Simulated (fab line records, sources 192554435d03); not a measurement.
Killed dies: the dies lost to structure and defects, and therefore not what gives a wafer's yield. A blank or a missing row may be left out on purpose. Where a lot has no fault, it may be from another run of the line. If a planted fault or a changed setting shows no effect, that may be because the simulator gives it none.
Matching of chambers ; flow n5Finfet ; N5_BEOL_M12_ETCH_67 on rieDiel-01: 3 sister chambers
The step etches SiARC in CF4, target depth 143 nm, time 238.3 s. 6 wafers are shown with their chamber, then 5 later ones without.

## WAFERS PAIRED WITH THEIR CHAMBERS
wafer;chamber;showerheadPlenumPTorr (Torr);drypumpMotorCurrentA (A)
L084.5;3;2.17;4.9
L084.6;2;2.27;5.9
L085.1;2;2.27;5.9
L085.5;1;2.18;5.2
L088.2;3;2.16;5.0
L088.3;1;2.18;5.2

## WAFERS WHOSE CHAMBER IS MISSING
wafer;showerheadPlenumPTorr (Torr);drypumpMotorCurrentA (A)
L088.5;2.18;5.2
L092.4;2.16;4.9
L092.6;2.16;5.0
L095.3;2.16;5.0
L095.5;2.16;4.9

## CHAMBER TAKEN BY EACH
wafer;from the rows above;in truth
L088.5;1;1
L092.4;3;3
L092.6;3;3
L095.3;3;3
L095.5;3;3
Correctly placed: 5 of 5. From these rows, 0 cannot be placed. 0 placed wrongly.
How it was worked out, from the rows above alone: a wafer's distance from a chamber is the root of the sum, over the readings, of the square of ((its reading less the chamber's mean) divided by the reading's scatter). The wafer belongs to the nearest chamber; if the next one is less than 2 further off, it can't be placed. For every chamber, the mean is computed from those of its wafers that are shown. The scatter: the root of (the sum of the squares of (reading less its chamber's mean) over the shown wafers, divided by (wafers less chambers)).
